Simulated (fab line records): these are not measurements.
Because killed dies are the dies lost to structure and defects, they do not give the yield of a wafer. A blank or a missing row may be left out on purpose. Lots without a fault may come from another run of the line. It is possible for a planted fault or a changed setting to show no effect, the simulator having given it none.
fab line records	flow n5_finfet
record lots=7	wafers=39
route steps=1938 shown FIN_CUT@176 DUMMY_GATE@237 SD_EPI_N@275 SD_EPI_P@321 SD_ACTIVATION@330 GATE_CUT@469
start_h: the number of hours between the record's first day and the start of the first shown wafer of the lot	wait_h: how many hours have passed since the lot's step before this one	" unchanged from the row above	L1.1+2: one row covering several wafers at once	- no value, or no start was given	* or withheld: withheld	< > ~ a bound
route shown NAME@n: NAME is a module with steps in the file, n the number in the route of the first one	usual: mean and standard deviation over wafers with no fault	same: alike in all rows	chamber/n: place in a boat	sites: each site's reading	_std_site: standard deviation of those values	_edge_site: mean of outer sites minus mean of inner sites	radius_mm: for every site, how far away it sits from the centre of the wafer	mask NAME#n: copy n	behind: tool/chamber where the wafer was last shaped	hold: why the lot went on hold/how many hours it stayed there/how the hold came to an end	device: the n, p or np transistor that did not switch	end of line: the same wafers' tests at the end of the route	step lacking rows: just its recipe	killed: count of dies lost to structure and defects at first sort (not the wafer's yield)	map: a wafer's dies, marking killed ones x, the rest . and places with no die _
set.NAME: the setting as run; set.NAME@STEP: as run at that earlier step	model.NAME: the simulator's own value behind a step, which no gauge read
lots run with intentionally changed settings; tables by step, rows by wafer
## steps
# step N5_FIN_CUT_CUT_ETCH_15
# recipe chemistry=HBr/Cl2/O2	target=Si	target_depth_a=1000	bt_time_s=10	mask_material=SOC	time_s=42.4	ion_energy_ev=*	bias_w=*	pressure_mtorr=10	icp_w=800	HBr_flow_sccm=150	Cl2_flow_sccm=80	O2_flow_sccm=12
lot.wafer	tool	chamber	start_h	wait_h	set.target_depth_a	model.etch.depth_nm	model.FIN_CUT.feature_depth_nm	model.SOC_of_FIN_CUT_COAT_18.thk_nm
L081.1	rie_si-03	2	70.18	0.1	1000	101.1	101.2	170.4
L081.2	"	0	"	"	1094	110.2	110.2	167.2
L081.3	"	3	"	"	1000	101.3	101.2	170
L081.4	"	1	"	"	1094	108.1	108	167.4
L081.5	"	1	"	"	1000	98.6	98.6	171.2
L081.6	"	0	"	"	1094	110.5	110.6	166
L083.1	rie_si-01	2	81.55	0.1	964.3	98.79	98.8	170.6
L083.2	"	3	"	"	964.3	96.07	96	173
L083.3	"	1	"	"	1000	100.8	100.8	170.8
L083.4	"	0	"	"	964.3	94.14	94.2	172.2
L083.5	"	2	"	"	1000	101.9	102	169.8
L083.6	"	3	"	"	1000	101.3	101.4	171.2
L087.1	rie_si-01	3	106.71	0.1	1000	99.83	99.8	170.6
L087.2	"	2	"	"	1000	100.7	100.8	169.4
L087.3	"	1	"	"	1000	99.83	99.8	170
L087.4	"	2	"	"	1000	101.1	101.2	169.8
L087.5	"	1	"	"	1000	99.48	99.4	169.2
L087.6	"	3	"	"	1000	100.2	100.2	170
L089.1	rie_si-04	3	118.56	0.1	956.2	97.55	97.6	171.2
L089.2	"	1	"	"	956.2	96.9	96.8	171.6
L089.3	"	0	"	"	1000	98.36	98.4	171.2
L089.4	"	2	"	"	956.2	96.11	96.2	171
L089.5	"	2	"	"	1000	100.9	101	170.6
L089.6	"	3	"	"	1000	101.2	101.2	170
L092.1	rie_si-03	1	135.50	0.1	1000	97.4	97.4	170.4
L092.2	"	0	"	"	1125	114.1	114	165.8
L092.3	"	2	"	"	1125	113.7	113.8	166
L092.4	"	3	"	"	1000	100.4	100.4	170.2
L092.5	"	0	"	"	1000	101.1	101	170.6
L092.6	"	3	"	"	1125	112.8	112.8	164.6
L094.2	rie_si-03	2	148.12	0.1	1000	100.8	100.8	169
L094.3	"	3	"	"	1000	100.4	100.4	170
L094.4	"	1	"	"	1000	96.48	96.4	170.2
L097.1	rie_si-04	3	165.78	0.1	1105	113.3	113.2	165.8
L097.2	"	2	"	"	1000	101.1	101	169.6
L097.3	"	1	"	"	1105	112.3	112.2	166
L097.4	"	0	"	"	1000	99.59	99.6	170.2
L097.5	"	0	"	"	1000	100.7	100.8	170.8
L097.6	"	3	"	"	1105	113.2	113.2	165.4
# step N5_DUMMY_GATE_ETCH_37
# recipe chemistry=N2/H2	target=SOC	target_depth_a=600	overetch_a=300	temp_c=40	ion_energy_ev=200	pressure_mtorr=30	source_w=840	bias_w=150	n2_flow_sccm=200	h2_flow_sccm=200
# usual rf_vpp_V=524.0/2.4
lot.wafer	tool	chamber	start_h	wait_h	set.source_w	rf_vpp_V
L081.1	rie_diel-03	3	88.20	0.0	840	520.1
L081.2	"	2	"	"	883.3	516.7
L081.3	"	0	"	"	840	526.1
L081.4	"	1	"	"	883.3	513.3
L081.5	"	2	"	"	883.3	515.9
L081.6	"	3	"	"	840	521.8
L083.1	rie_diel-03	3	101.57	0.0	987.2	493.4
L083.2	"	2	"	"	840	525.0
L083.3	"	1	"	"	987.2	494.4
L083.4	"	2	"	"	840	524.7
L083.5	"	1	"	"	987.2	494.7
L083.6	"	3	"	"	840	521.0
L087.1	rie_diel-01	3	125.78	0.0	840	522.6
L087.2	"	1	"	"	1001	490.2
L087.3	"	2	"	"	1001	498.1
L087.4	"	0	"	"	840	523.4
L087.5	"	1	"	"	1001	490.5
L087.6	"	0	"	"	840	521.9
L089.1	rie_diel-01	3	136.72	0.0	840	522.4
L089.2	"	0	"	"	840	524.0
L089.3	"	2	"	"	840	528.0
L089.4	"	1	"	"	840	519.7
L089.5	"	2	"	"	840	528.0
L089.6	"	1	"	"	840	520.0
L092.1	rie_diel-01	2	154.31	0.0	798.8	536.1
L092.2	"	1	"	"	798.8	530.0
L092.3	"	3	"	"	840	522.0
L092.4	"	0	"	"	840	523.6
L092.5	"	2	"	"	798.8	536.0
L092.6	"	3	"	"	840	521.5
L094.2	rie_diel-01	0	167.54	0.0	840	524.0
L094.3	"	3	"	"	840	521.9
L094.4	"	2	"	"	840	527.7
L097.1	rie_diel-01	3	184.89	0.0	963.7	499.0
L097.2	"	1	"	"	963.7	495.4
L097.3	"	2	"	"	840	527.8
L097.4	"	0	"	"	840	521.8
L097.5	"	1	"	"	840	521.7
L097.6	"	2	"	"	963.7	503.2
# step N5_DUMMY_GATE_ETCH_31
# recipe chemistry=C4F6/O2	target=SiO2	mask_material=SOC	target_depth_a=825	time_s=27.5	ion_energy_ev=250	pressure_mtorr=30	source_w=345	bias_w=185	Ar_flow_sccm=300	C4F6_flow_sccm=10	O2_flow_sccm=10
lot.wafer	tool	chamber	start_h	wait_h	set.target_depth_a	model.etch.depth_nm	model.SOC_of_DUMMY_GATE_COAT_34.thk_nm
L081.1	rie_diel-01	1	88.48	0.0	825	82.9	51.6
L081.2	"	3	"	"	825	83.51	51.6
L081.3	"	2	"	"	916.1	90.25	51
L081.4	"	0	"	"	916.1	90.47	50.6
L081.5	"	0	"	"	916.1	90.21	50.8
L081.6	"	3	"	"	825	82.78	51.4
L083.1	rie_diel-06	1	101.87	0.1	892.5	88.29	51
L083.2	"	0	"	"	892.5	88.24	51.2
L083.3	"	3	"	"	892.5	86.87	51.2
L083.4	"	2	"	"	825	80.71	52.2
L083.5	"	3	"	"	825	80.07	51.8
L083.6	"	0	"	"	825	82.43	52
L087.1	rie_diel-03	3	126.28	0.2	825	83.62	51.8
L087.2	"	1	"	"	759.7	78.57	52.2
L087.3	"	2	"	"	825	83.45	51.8
L087.4	"	1	"	"	759.7	78.37	52.2
L087.5	"	2	"	"	825	82.89	51.6
L087.6	"	3	"	"	759.7	77.11	52.2
L089.1	rie_diel-01	1	136.99	0.0	825	81.86	51.8
L089.2	"	3	"	"	825	81.71	52
L089.3	"	0	"	"	766.1	73.99	52.6
L089.4	"	2	"	"	766.1	74.9	52.6
L089.5	"	3	"	"	825	81.83	52
L089.6	"	2	"	"	766.1	74.01	52.6
L092.1	rie_diel-01	2	154.85	0.2	771	75.81	52.4
L092.2	"	1	"	"	771	77.19	52.6
L092.3	"	3	"	"	825	81.85	52
L092.4	"	0	"	"	771	74.55	52.4
L092.5	"	1	"	"	825	82.55	51.6
L092.6	"	0	"	"	825	79.1	52.2
L094.2	rie_diel-03	0	168.05	0.3	825	82.98	52.2
L094.3	"	2	"	"	825	82.7	51.6
L094.4	"	1	"	"	825	85.09	51.6
L097.1	rie_diel-03	3	185.21	0.1	825	83.65	51.4
L097.2	"	1	"	"	789.8	81.04	51.8
L097.3	"	2	"	"	825	83.36	51.4
L097.4	"	0	"	"	825	82.92	51.8
L097.5	"	0	"	"	789.8	79.79	52.2
L097.6	"	1	"	"	789.8	81.77	51.8
# step N5_DUMMY_GATE_ETCH_42
# recipe chemistry=CHF3/O2	target=SiO2	target_depth_a=35	time_s=31	ion_energy_ev=30	bias_w=12	pressure_mtorr=30	source_w=600	Ar_flow_sccm=200	CHF3_flow_sccm=50	O2_flow_sccm=5
# usual rf_vpp_V=42.7/0.88
lot.wafer	tool	chamber	start_h	wait_h	set.bias_w	rf_vpp_V
L081.1	rie_diel-01	0	88.98	0.0	14.11	47.6
L081.2	"	3	"	"	14.11	48.0
L081.3	"	1	"	"	14.11	48.6
L081.4	"	2	"	"	12	40.9
L081.5	"	1	"	"	12	42.6
L081.6	"	0	"	"	12	42.1
L083.1	rie_diel-03	2	102.41	0.1	14.1	47.8
L083.2	"	3	"	"	12	41.3
L083.3	"	1	"	"	14.1	48.3
L083.4	"	2	"	"	12	42.5
L083.5	"	3	"	"	12	41.1
L083.6	"	1	"	"	14.1	46.0
L087.1	rie_diel-06	2	126.78	0.0	12	43.1
L087.2	"	3	"	"	12	41.8
L087.3	"	0	"	"	12	42.4
L087.4	"	0	"	"	12	43.4
L087.5	"	2	"	"	12	44.0
L087.6	"	3	"	"	12	43.7
L089.1	rie_diel-03	1	137.50	0.1	10.2	37.1
L089.2	"	3	"	"	12	42.5
L089.3	"	0	"	"	12	43.6
L089.4	"	2	"	"	12	42.9
L089.5	"	3	"	"	10.2	36.9
L089.6	"	0	"	"	10.2	37.9
L092.1	rie_diel-03	2	155.61	0.3	12	43.6
L092.2	"	1	"	"	13.08	45.6
L092.3	"	0	"	"	12	43.2
L092.4	"	3	"	"	13.08	45.0
L092.5	"	1	"	"	13.08	46.2
L092.6	"	0	"	"	12	42.8
L094.2	rie_diel-03	0	168.92	0.4	12	44.0
L094.3	"	3	"	"	12	43.6
L094.4	"	1	"	"	12	42.7
L097.1	rie_diel-06	1	185.70	0.0	12	43.0
L097.2	"	2	"	"	12	42.2
L097.3	"	0	"	"	12	41.3
L097.4	"	3	"	"	12	41.9
L097.5	"	0	"	"	12	42.7
L097.6	"	1	"	"	12	43.9
# step N5_SD_EPI_N_ETCH_35
# recipe chemistry=N2/H2	target=SOC	overetch_a=1080	mask_material=SiARC	temp_c=40	ion_energy_ev=100	source_w=3000	bias_w=133	pressure_mtorr=20	time_s=486	n2_flow_sccm=200	h2_flow_sccm=200
# usual rf_vpp_V=240.8/1.3
lot.wafer	tool	chamber	start_h	wait_h	set.source_w	rf_vpp_V
L081.1	rie_diel-05	3	91.58	0.0	3000	239.9
L081.2	"	0	"	"	3000	239.8
L081.3	"	1	"	"	2515	253.6
L081.4	"	2	"	"	3000	241.6
L081.5	"	2	"	"	2515	257.0
L081.6	"	3	"	"	2515	256.4
L083.1	rie_diel-05	0	103.83	0.0	3000	239.6
L083.2	"	3	"	"	3000	241.1
L083.3	"	2	"	"	3000	241.8
L083.4	"	1	"	"	3000	239.8
L083.5	"	2	"	"	3000	242.3
L083.6	"	3	"	"	3000	241.9
L087.1	rie_diel-02	2	128.21	0.0	3000	241.6
L087.2	"	0	"	"	2570	253.0
L087.3	"	3	"	"	2570	253.7
L087.4	"	1	"	"	2570	254.9
L087.5	"	1	"	"	3000	242.8
L087.6	"	2	"	"	3000	242.6
L089.1	rie_diel-05	1	138.97	0.0	3000	237.8
L089.2	"	0	"	"	3000	241.0
L089.3	"	2	"	"	3000	241.9
L089.4	"	3	"	"	3000	240.5
L089.5	"	0	"	"	3000	239.4
L089.6	"	1	"	"	3000	240.9
L092.1	rie_diel-05	3	157.04	0.0	2842	245.8
L092.2	"	1	"	"	3000	239.8
L092.3	"	0	"	"	3000	240.8
L092.4	"	2	"	"	3000	241.7
L092.5	"	3	"	"	2842	244.6
L092.6	"	0	"	"	2842	245.6
L094.2	rie_diel-02	2	170.34	0.0	3000	242.4
L094.3	"	1	"	"	3000	241.3
L094.4	"	0	"	"	3000	239.4
L097.1	rie_diel-02	0	187.39	0.0	3000	239.4
L097.2	"	3	"	"	3000	239.2
L097.3	"	2	"	"	3000	242.9
L097.4	"	1	"	"	3411	230.9
L097.5	"	2	"	"	3411	233.2
L097.6	"	1	"	"	3411	231.4
# step N5_SD_EPI_P_EPI_21
# recipe material=SiGe:B	dopant=B	temp_c=550	pressure_torr=20	ambient=H2	time_s=355
lot.wafer	tool	chamber	start_h	wait_h	set.time_s	model.SiGe-B_of_SD_EPI_P_EPI_21.thk_nm
L081.1	epi_rpcvd-03	0	97.31	0.1	355	60.6
L081.2	"	0	"	"	398.3	65.8
L081.3	"	0	"	"	398.3	65.6
L081.4	"	0	"	"	355	61
L081.5	"	0	"	"	398.3	66.4
L081.6	"	0	"	"	355	61.6
L083.1	epi_rpcvd-03	0	109.45	0.1	355	60
L083.2+4	"	0	"	"	355	59.8
L083.3	"	0	"	"	355	61
L083.5	"	0	"	"	355	60.4
L083.6	"	0	"	"	355	60.2
L087.1+2	epi_rpcvd-04	0	134.87	0.2	355	62
L087.3+5	"	0	"	"	355	61.2
L087.4	"	0	"	"	355	61.8
L087.6	"	0	"	"	355	61.6
L089.1	epi_rpcvd-02	0	144.83	0.1	355	61.6
L089.2	"	0	"	"	410.8	68
L089.3	"	0	"	"	410.8	67.8
L089.4	"	0	"	"	355	61.2
L089.5	"	0	"	"	410.8	67.2
L089.6	"	0	"	"	355	61.4
L092.1	epi_rpcvd-02	0	163.03	0.1	427.8	69
L092.2	"	0	"	"	355	61.2
L092.3+5	"	0	"	"	355	61.4
L092.4	"	0	"	"	427.8	69.4
L092.6	"	0	"	"	427.8	69.6
L094.2	epi_rpcvd-04	0	176.77	0.6	355	61.2
L094.3	"	0	"	"	355	60.6
L094.4	"	0	"	"	355	61.6
L097.1+5+6	epi_rpcvd-02	0	193.18	0.1	355	61.8
L097.2	"	0	"	"	355	61.2
L097.3	"	0	"	"	355	60.6
L097.4	"	0	"	"	355	62
# step N5_SD_EPI_P_EPI_MEAS_23
# recipe mode=xrd
# usual thk_nm=61.2/1
lot.wafer	tool	chamber	start_h	wait_h	set.time_s@SD_EPI_P_EPI_21	thk_nm
L081.1	film_metro-02	-	99.53	1.9	355	61.6
L081.2	"	-	"	"	398.3	65.1
L081.3	"	-	"	"	398.3	66.1
L081.4	"	-	"	"	355	62.2
L081.5	"	-	"	"	398.3	67.1
L081.6	"	-	"	"	355	61.0
L083.1	film_metro-02	-	111.65	1.8	355	61.3
L083.2	"	-	"	"	355	60.8
L083.3	"	-	"	"	355	60.5
L083.4	"	-	"	"	355	62.9
L083.5	"	-	"	"	355	59.1
L083.6	"	-	"	"	355	59.7
L087.1	film_metro-02	-	137.80	2.5	355	61.8
L087.2	"	-	"	"	355	60.8
L087.3	"	-	"	"	355	61.6
L087.4	"	-	"	"	355	61.2
L087.5	"	-	"	"	355	62.2
L087.6	"	-	"	"	355	61.7
L089.1	film_metro-02	-	147.03	1.8	355	60.0
L089.2	"	-	"	"	410.8	67.6
L089.3	"	-	"	"	410.8	68.5
L089.4	"	-	"	"	355	62.3
L089.5	"	-	"	"	410.8	67.4
L089.6	"	-	"	"	355	59.8
L092.1	film_metro-02	-	165.23	1.8	427.8	69.9
L092.2	"	-	"	"	355	60.7
L092.3	"	-	"	"	355	62.7
L092.4	"	-	"	"	427.8	69.8
L092.5	"	-	"	"	355	60.7
L092.6	"	-	"	"	427.8	69.7
L094.2	film_metro-02	-	179.21	2.0	355	61.9
L094.3	"	-	"	"	355	60.1
L094.4	"	-	"	"	355	62.4
L097.1	film_metro-01	-	195.38	1.8	355	61.7
L097.2	"	-	"	"	355	61.9
L097.3	"	-	"	"	355	60.6
L097.4	"	-	"	"	355	61.2
L097.5	"	-	"	"	355	61.2
L097.6	"	-	"	"	355	60.8
# step N5_SD_EPI_P_HM_STRIP_48
# recipe chemistry=H3PO4	temp_c=160	material=SiNx	target=SiNx	target_depth_a=30	overetch_fraction=0.3
# step N5_SD_EPI_P_SRD_49
# recipe dry=ipa_marangoni	time_s=30	temp_c=23	rinse_liquid=diw
# step N5_SD_ACTIVATION_RTA_00
# recipe temp_c=975	time_s=0	ambient=N2	idle_temp_c=600	ramp_up_c_per_s=150	ramp_down_c_per_s=60	cool_to_c=600
# step N5_SD_ACTIVATION_LSA_01
# recipe temp_c=1080	time_s=0.0008	ambient=N2
# step N5_SD_ACTIVATION_RS_MEAS_03
# recipe thk_meas_gauge=four-point-probe
# usual RS_SD_N=22.0/0.33	RS_SD_P=55.9/0.81
lot.wafer	tool	chamber	start_h	wait_h	set.time_s@SD_EPI_P_EPI_21	RS_SD_N[ohm/sq]	RS_SD_P[ohm/sq]
L081.1	film_metro-01	-	100.28	0.2	355	21.6	56.5
L081.2	"	-	"	"	398.3	21.6	52.8
L081.3	"	-	"	"	398.3	22.0	52.3
L081.4	"	-	"	"	355	21.7	56.2
L081.5	"	-	"	"	398.3	21.8	52.1
L081.6	"	-	"	"	355	21.9	56.3
L083.1	film_metro-02	-	112.26	0.2	355	22.1	57.5
L083.2	"	-	"	"	355	21.9	57.3
L083.3	"	-	"	"	355	22.3	56.4
L083.4	"	-	"	"	355	22.2	57.0
L083.5	"	-	"	"	355	22.4	56.7
L083.6	"	-	"	"	355	22.2	56.9
L087.1	film_metro-02	-	138.40	0.2	355	22.6	54.6
L087.2	"	-	"	"	355	22.3	54.9
L087.3	"	-	"	"	355	22.9	55.6
L087.4	"	-	"	"	355	23.0	55.3
L087.5	"	-	"	"	355	22.5	55.6
L087.6	"	-	"	"	355	22.3	55.1
L089.1	film_metro-02	-	147.64	0.2	355	21.8	56.0
L089.2	"	-	"	"	410.8	21.6	50.5
L089.3	"	-	"	"	410.8	21.9	51.1
L089.4	"	-	"	"	355	21.9	56.0
L089.5	"	-	"	"	410.8	21.8	51.4
L089.6	"	-	"	"	355	21.9	56.2
L092.1	film_metro-02	-	165.85	0.2	427.8	21.5	49.7
L092.2	"	-	"	"	355	21.9	55.7
L092.3	"	-	"	"	355	21.7	55.9
L092.4	"	-	"	"	427.8	21.9	49.4
L092.5	"	-	"	"	355	21.5	56.1
L092.6	"	-	"	"	427.8	22.1	48.7
L094.2	film_metro-01	-	179.86	0.2	355	22.0	56.5
L094.3	"	-	"	"	355	22.0	56.8
L094.4	"	-	"	"	355	21.7	55.7
L097.1	film_metro-02	-	196.06	0.2	355	22.2	54.9
L097.2	"	-	"	"	355	21.9	56.2
L097.3	"	-	"	"	355	22.3	56.3
L097.4	"	-	"	"	355	22.1	54.9
L097.5	"	-	"	"	355	22.1	54.9
L097.6	"	-	"	"	355	22.2	55.6
# step N5_GATE_CUT_ETCH_58
# recipe chemistry=CH3F/O2	target=SiNx	target_depth_a=170	time_s=128.6	ion_energy_ev=50	pressure_mtorr=30	source_w=415	bias_w=21	Ar_flow_sccm=150	CH3F_flow_sccm=30	O2_flow_sccm=20
lot.wafer	tool	chamber	start_h	wait_h	set.target_depth_a	model.etch.depth_nm
L081.1	rie_diel-03	2	123.42	0.1	158.9	15.84
L081.2	"	1	"	"	170	17.53
L081.3	"	3	"	"	158.9	16.06
L081.4	"	3	"	"	170	16.9
L081.5	"	1	"	"	170	17.44
L081.6	"	2	"	"	158.9	15.86
L083.1	rie_diel-06	2	133.97	0.2	170	17.05
L083.2	"	0	"	"	183.3	18.37
L083.3	"	3	"	"	183.3	17.94
L083.4	"	2	"	"	183.3	18.43
L083.5	"	0	"	"	170	17.06
L083.6	"	3	"	"	170	16.53
L087.1	rie_diel-03	2	160.69	0.1	185.7	18.89
L087.2+3	"	0,3	"	"	170	17.09
L087.4	"	1	"	"	185.7	19.12
L087.5	"	1	"	"	170	17.5
L087.6	"	2	"	"	185.7	18.69
L089.1	rie_diel-01	2	169.90	0.0	170	16.57
L089.2	"	1	"	"	170	17.05
L089.3	"	0	"	"	170	16.52
L089.4	"	3	"	"	170	16.77
L089.5	"	2	"	"	170	16.7
L089.6	"	1	"	"	170	16.97
L092.1	rie_diel-06	1	187.80	0.1	185.1	18.92
L092.2	"	0	"	"	170	16.7
L092.3	"	2	"	"	185.1	17.99
L092.4	"	3	"	"	185.1	17.63
L092.5	"	0	"	"	170	16.66
L092.6	"	3	"	"	170	16.29
L094.2	rie_diel-03	1	201.37	0.0	170	17.32
L094.3	"	2	"	"	170	16.93
L094.4	"	0	"	"	170	16.87
L097.1	rie_diel-03	1	217.15	0.0	153.1	15.85
L097.2	"	0	"	"	170	17.18
L097.3	"	2	"	"	170	17.1
L097.4	"	3	"	"	153.1	15.42
L097.5	"	2	"	"	153.1	15.41
L097.6	"	3	"	"	170	17.15
## key
split step=N5_FIN_CUT_CUT_ETCH_15	setting=target_depth_a	stated=1000	by=wafer
response step=N5_FIN_CUT_CUT_ETCH_15	reading=model.etch.depth_nm	change=+1.1	per=1%	r=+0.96
response step=N5_FIN_CUT_CUT_ETCH_15	reading=model.FIN_CUT.feature_depth_nm	change=+1.1	per=1%	r=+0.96
response step=N5_FIN_CUT_CUT_ETCH_15	reading=model.SOC_of_FIN_CUT_COAT_18.thk_nm	change=-0.39	per=1%	r=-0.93
split step=N5_DUMMY_GATE_ETCH_37	setting=source_w	stated=840	by=wafer
response step=N5_DUMMY_GATE_ETCH_37	reading=rf_vpp_V	change=-1.64	per=1%	r=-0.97
split step=N5_DUMMY_GATE_ETCH_31	setting=target_depth_a	stated=825	by=wafer
response step=N5_DUMMY_GATE_ETCH_31	reading=model.etch.depth_nm	change=+0.758	per=1%	r=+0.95
response step=N5_DUMMY_GATE_ETCH_31	reading=model.SOC_of_DUMMY_GATE_COAT_34.thk_nm	change=-0.0793	per=1%	r=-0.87
split step=N5_DUMMY_GATE_ETCH_42	setting=bias_w	stated=12	by=wafer
response step=N5_DUMMY_GATE_ETCH_42	reading=rf_vpp_V	change=+0.343	per=1%	r=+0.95
split step=N5_SD_EPI_N_ETCH_35	setting=source_w	stated=3000	by=wafer
response step=N5_SD_EPI_N_ETCH_35	reading=rf_vpp_V	change=-0.813	per=1%	r=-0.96
split step=N5_SD_EPI_P_EPI_21	setting=time_s	stated=355	by=wafer
response step=N5_SD_EPI_P_EPI_21	reading=model.SiGe-B_of_SD_EPI_P_EPI_21.thk_nm	change=+0.394	per=1%	r=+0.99
response step=N5_SD_EPI_P_EPI_MEAS_23	reading=thk_nm	change=*	per=1%	r=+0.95
response step=N5_SD_ACTIVATION_RS_MEAS_03	reading=RS_SD_P	change=-0.322	per=1%	r=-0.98
split step=N5_GATE_CUT_ETCH_58	setting=target_depth_a	stated=170	by=wafer
response step=N5_GATE_CUT_ETCH_58	reading=model.etch.depth_nm	change=+0.178	per=1%	r=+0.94
